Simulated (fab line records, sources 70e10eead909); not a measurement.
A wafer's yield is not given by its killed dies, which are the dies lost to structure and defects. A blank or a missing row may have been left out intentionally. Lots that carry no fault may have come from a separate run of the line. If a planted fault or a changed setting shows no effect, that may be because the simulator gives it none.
fab line records	flow nand-harc
[record] lots = 13	wafers = 35	last-day = 32
route steps=1302 shown A_M0@1163 A_M1@1183
lots untouched by any fault: they come from a run of this same line in which no faults occurred
start-h: hours from the record's opening day to when the first of the lot's shown wafers began	wait-h: hours from the lot's prior step to this one	" same as the row above	L1.1+2: one row covering several wafers at once	- either no value or no given start	* or withheld: withheld	< > ~ a bound
route shown NAME@n: names a module that has steps shown in the file, with the first one's number in the route	usual: mean and standard deviation over wafers with no fault	same: alike in all rows	chamber/n: place in a boat	sites: per-site readings	_std_site: how widely they spread, as a standard deviation	_edge_site: outer sites' mean less inner sites'	radius-mm: how far each site lies from the wafer's centre	mask NAME#n: copy n	behind: the tool/chamber that last shaped the wafer	hold: cause of the lot's hold/its duration in hours/its outcome	device: whichever transistor did not switch (one of n, p or np)	end of line: the same wafers' tests at the end of the route	a step with no rows: only its recipe	killed: the dies lost at the first sort to structure and to defects; this is not the yield of the wafer	map: dies across one wafer; x = killed, . = not, _ = none there
set.NAME: setting as actually run; set.NAME@STEP: the setting as run at that earlier step	model.NAME: the simulator's own value behind a step, which no gauge read
a sample of lots followed through the steps of the route, with each step as a table and each wafer as a row
services: the hour from which a tool's chamber was out of use, counted from the record's first day as start-h (under 0 if before that day), plus the number of hours and why
[[steps]]
[step NHARC_A_M0_THK_MEAS_24]
[recipe] thk-meas-gauge = xrf
[usual] thk-nm = 114.0/1.4
lot.wafer	tool	chamber	start-h	wait-h	thk-nm
L449.1	film-metro-02	-	527.46	-	116.0
L449.3	"	-	"	"	114.0
L449.5	"	-	"	"	114.7
L452.1	film-metro-02	-	544.75	-	113.1
L452.5	"	-	"	"	111.0
L452.6	"	-	"	"	112.2
L451.1	film-metro-01	-	553.77	-	114.9
L451.4	"	-	"	"	114.9
L451.5	"	-	"	"	115.4
L456.3	film-metro-01	-	584.76	-	112.1
L456.4	"	-	"	"	113.5
L456.5	"	-	"	"	112.0
L453.3	film-metro-01	-	587.48	-	115.1
L453.5	"	-	"	"	115.2
L453.6	"	-	"	"	112.5
L460.2	film-metro-01	-	617.92	-	115.5
L460.4	"	-	"	"	112.9
L460.6	"	-	"	"	115.4
L464.1	film-metro-01	-	672.03	-	115.5
L464.2	"	-	"	"	114.9
L464.6	"	-	"	"	114.9
L462.1	film-metro-02	-	676.19	-	113.3
L462.5	"	-	"	"	115.6
L462.6	"	-	"	"	114.6
L465.2	film-metro-01	-	677.31	-	113.8
L465.6	"	-	"	"	115.5
L466.2	film-metro-01	-	698.00	-	112.6
L466.4	"	-	"	"	116.2
L467.5	film-metro-01	-	713.72	-	114.2
L469.2	film-metro-01	-	727.17	-	114.0
L469.3	"	-	"	"	111.9
L469.4	"	-	"	"	113.1
L470.1	film-metro-01	-	728.39	-	112.7
L470.2	"	-	"	"	116.6
L470.3	"	-	"	"	112.1
[step NHARC_A_M0_DEP_32]
[recipe] target-thk-a = 300	temp-c = 370	target-thk-nm = 30	pressure-torr = 3	flow-sccm = 200	rf-w = 450	material = SiCN
[usual] heater-power-w = 615/95
lot.wafer	tool	chamber	start-h	wait-h	heater-power-w
L449.3	pecvd-01	2	527.80	0.1	638
L449.1	"	0	"	"	542
L449.5	"	2	"	"	657
L452.1	pecvd-04	1	545.14	0.1	817
L452.6	"	2	"	"	533
L452.5	"	1	"	"	827
L451.1	pecvd-04	2	554.15	0.1	543
L451.5	"	0	"	"	586
L451.4	"	1	"	"	767
L456.3	pecvd-04	1	585.10	0.1	824
L456.5	"	0	"	"	595
L456.4	"	1	"	"	797
L453.3	pecvd-04	0	587.78	0.1	673
L453.6	"	0	"	"	664
L453.5	"	1	"	"	831
L460.2	pecvd-02	0	618.31	0.1	581
L460.4	"	1	"	"	585
L460.6	"	2	"	"	548
L464.1	pecvd-01	1	672.33	0.1	635
L464.2	"	2	"	"	597
L464.6	"	0	"	"	541
L462.1	pecvd-02	2	676.51	0.1	477
L462.5	"	2	"	"	474
L462.6	"	1	"	"	546
L465.2	pecvd-04	2	678.40	0.1	527
L465.6	"	0	"	"	636
L466.2	pecvd-04	0	698.30	0.1	679
L466.4	"	1	"	"	736
L467.5	pecvd-04	0	714.15	0.2	688
L469.2	pecvd-02	0	727.52	0.1	653
L469.3	"	1	"	"	519
L469.4	"	2	"	"	515
L470.3	pecvd-04	0	728.70	0.1	582
L470.1	"	1	"	"	741
L470.2	"	2	"	"	478
[step NHARC_A_M1_ETCH_35]
[recipe] target-depth-a = 400	overetch-a = 120	time-s = 43.94	ion-energy-ev = 200	n2-flow-sccm = 150	h2-flow-sccm = 150	ar-flow-sccm = 0	rf-w = 400	bias-w = 150	chemistry = N2/H2
[usual] drypump-motor-current-A = 5.7/0.49	h2-flow-sccm = 150.0/0.48	oes-product-au = 1.001/0.007	rf-vpp-V = 430.1/2.2	showerhead-plenum-p-Torr = 2.02/0.074	throttle-valve-pct = 14.172/0.009
lot.wafer	tool	chamber	start-h	wait-h	drypump-motor-current-A	h2-flow-sccm	oes-product-au	rf-hours-counter-h	rf-vpp-V	showerhead-plenum-p-Torr	throttle-valve-pct
L449.3	rie-diel-02	1	529.30	0.1	5.2	150.5	1.006	3.8	433.7	2.18	14.159
L449.1	"	2	"	"	5.2	149.9	0.997	3.6	431.0	2.01	14.170
L449.5	"	3	"	"	5.8	150.2	1.001	-	429.1	2.00	14.160
L452.1	rie-diel-02	1	546.59	0.1	5.2	149.3	0.997	4.1	434.2	2.18	14.182
L452.5	"	2	"	"	5.2	149.3	1.003	-	429.5	2.01	14.165
L452.6	"	3	"	"	5.8	150.6	1.008	-	429.2	2.00	14.155
L451.1	rie-diel-07	2	555.59	0.1	4.9	149.1	1.001	5.0	429.6	2.04	14.172
L451.4	"	3	"	"	5.8	150.4	1.006	4.4	432.0	2.14	14.177
L451.5	"	2	"	"	5.0	149.9	1.001	-	431.0	2.04	14.194
L456.4	rie-diel-02	1	586.44	0.1	5.2	150.1	1.007	0.1	435.3	2.18	14.165
L456.3	"	3	"	"	5.8	150.6	1.013	0.1	430.7	2.00	14.172
L456.5	"	1	"	"	5.1	150.3	1.007	-	434.9	2.18	14.168
L453.3	rie-diel-01	1	589.16	0.1	5.8	150.1	0.999	1.7	433.1	2.10	14.169
L453.5	"	3	"	"	6.5	151.1	0.997	-	429.8	2.01	14.170
L453.6	"	0	"	"	5.5	150.2	0.998	-	427.8	1.96	14.182
L460.4	rie-diel-02	0	619.89	0.1	6.3	150.3	1.005	1.4	426.9	1.98	14.171
L460.2	"	2	"	"	5.2	150.4	0.999	1.3	428.7	2.01	14.169
L460.6	"	1	"	"	5.2	149.6	0.998	-	434.0	2.18	14.167
L464.2	rie-diel-07	1	673.84	0.1	6.1	150.4	0.997	1.7	428.9	1.98	14.182
L464.1	"	2	"	"	4.9	150.2	0.996	1.4	429.1	2.03	14.177
L464.6	"	2	"	"	5.0	149.5	1.003	-	431.2	2.03	14.191
L462.1	rie-diel-01	3	678.02	0.1	6.5	150.7	1.004	6.3	429.8	2.01	14.174
L462.6	"	1	"	"	5.7	150.1	1.004	-	430.9	2.10	14.169
L462.5	"	2	"	"	5.2	151.2	1.010	-	427.4	1.94	14.178
L465.2	rie-diel-07	3	679.74	0.1	5.8	149.6	0.997	1.1	432.7	2.13	14.167
L465.6	"	1	"	"	6.1	150.3	1.002	-	429.6	1.98	14.159
L466.2	rie-diel-02	0	699.81	0.1	6.3	149.3	0.994	3.6	428.4	1.98	14.174
L466.4	"	1	"	"	5.1	150.1	0.996	4.1	434.5	2.17	14.163
L467.5	rie-diel-02	3	715.44	0.1	5.9	150.0	1.005	-	430.0	2.00	14.174
L469.3	rie-diel-02	0	729.00	0.1	6.3	150.4	0.999	3.9	429.2	1.98	14.184
L469.2	"	1	"	"	5.1	150.9	0.999	4.4	433.9	2.17	14.177
L469.4	"	3	"	"	5.9	150.1	0.998	3.2	429.9	2.00	14.170
L470.2	rie-diel-07	3	730.19	0.1	5.8	149.2	1.001	3.9	433.0	2.13	14.175
L470.1	"	1	"	"	6.1	149.7	0.999	5.4	428.3	1.98	14.173
L470.3	"	2	"	"	5.0	149.7	1.000	4.4	429.3	2.03	14.172
[step NHARC_A_M1_PVD_20]
[recipe] target-thk-a = 50	bias-v = 168.6	power-w = 15000	chamber-pressure-pa = 0.12	time-s = 8.06	substrate-temp-c = 50	material = TaN
[usual] throttle-valve-pct = 29.9/1.2	time-s = 8.06/0
lot.wafer	tool	chamber	start-h	wait-h	throttle-valve-pct	time-s
L449.3	pvd-sputter-02	-	530.35	-	32.3	8.06
L449.1	"	-	"	"	30.6	8.06
L449.5	"	-	"	"	29.1	8.06
L452.1	pvd-sputter-03	-	547.66	-	29.6	8.06
L452.6	"	-	"	"	29.4	8.06
L452.5	"	-	"	"	29.6	8.06
L451.4	pvd-sputter-03	-	556.64	-	28.7	8.06
L451.1	"	-	"	"	29.1	8.06
L451.5	"	-	"	"	29.0	8.06
L456.3	pvd-sputter-03	-	587.49	-	29.4	8.06
L456.4	"	-	"	"	29.5	8.06
L456.5	"	-	"	"	28.8	8.06
L453.3	pvd-sputter-03	-	590.21	-	29.1	8.06
L453.5	"	-	"	"	29.6	8.06
L453.6	"	-	"	"	29.3	8.06
L460.4	pvd-sputter-01	-	620.95	-	31.0	8.06
L460.2	"	-	"	"	31.2	8.06
L460.6	"	-	"	"	28.0	8.06
L464.2	pvd-sputter-02	-	674.92	-	30.6	8.06
L464.1	"	-	"	"	28.7	8.06
L464.6	"	-	"	"	29.4	8.06
L462.1	pvd-sputter-01	-	679.05	-	28.0	8.06
L462.5	"	-	"	"	28.2	8.06
L462.6	"	-	"	"	30.6	8.06
L465.2	pvd-sputter-01	-	680.79	-	31.2	8.06
L465.6	"	-	"	"	27.9	8.06
L466.4	pvd-sputter-01	-	700.87	-	30.7	8.06
L466.2	"	-	"	"	31.2	8.06
L467.5	pvd-sputter-01	-	716.56	-	29.6	2.9373
L469.4	pvd-sputter-03	-	730.05	-	29.1	8.06
L469.3	"	-	"	"	29.9	8.06
L469.2	"	-	"	"	29.6	8.06
L470.2	pvd-sputter-02	-	731.68	-	29.2	8.06
L470.1	"	-	"	"	31.9	8.06
L470.3	"	-	"	"	28.9	8.06
[[services]]
tool	chamber	start-h	hours	kind
rie-diel-01	2	510.22	2.7	repair
pvd-sputter-02	-	513.27	4.8	repair
pvd-sputter-03	-	528.49	1.9	repair
pecvd-02	0	531.03	16.5	repair
pecvd-01	-	542.55	2.7	repair
rie-diel-01	-	557.80	9.0	pm
rie-diel-07	1	564.32	15.5	repair
pvd-sputter-01	-	569.13	16.8	repair
rie-diel-02	-	570.74	9.0	pm
pvd-sputter-01	-	585.95	10.0	pm
pecvd-02	-	589.00	13.0	pm
rie-diel-07	1	614.71	5.5	repair
rie-diel-02	3	620.46	6.7	repair
rie-diel-01	3	624.05	5.0	repair
rie-diel-01	1	625.60	4.1	repair
pecvd-04	-	635.73	13.0	pm
pvd-sputter-02	-	642.53	10.0	pm
rie-diel-07	-	648.20	9.0	pm
pvd-sputter-03	-	674.29	7.3	repair
rie-diel-02	2	687.50	4.1	repair
pecvd-02	1	695.98	3.3	repair
pvd-sputter-03	-	704.04	10.0	pm
rie-diel-07	3	709.68	1.7	repair
rie-diel-02	2	730.79	4.7	repair
[[key]]
[first-sign] step = NHARC_A_M1_PVD_20	reading = time-s	direction = down	sigmas = 99+	usual = *	struck = *
effect none on later readings
met-at NHARC_A_M1_PVD_20
struck-lots L467
struck-wafers L467.5
later-rows-left-out L467.5
sort-left-out L467.5
not-acting-at NHARC_A_M0_THK_MEAS_24,NHARC_A_M0_DEP_32,NHARC_A_M1_ETCH_35
[fault] kind = process-parameter-drift	tool = pvd-sputter-01	chamber = -	onset-h = 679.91	steps = NHARC_A_M1_PVD_20	channel = time-s	offset = *	shape = step	acts-in = *	stated = *	scope = struck-wafers-only
// sort-left-out: the simulated sort isn't trusted on such a fault, so these wafers' sort isn't shown, and their yield isn't known
// later-rows-left-out: the simulator's readings of these wafers behind a module that went badly wrong aren't trusted and aren't shown, but for the sort
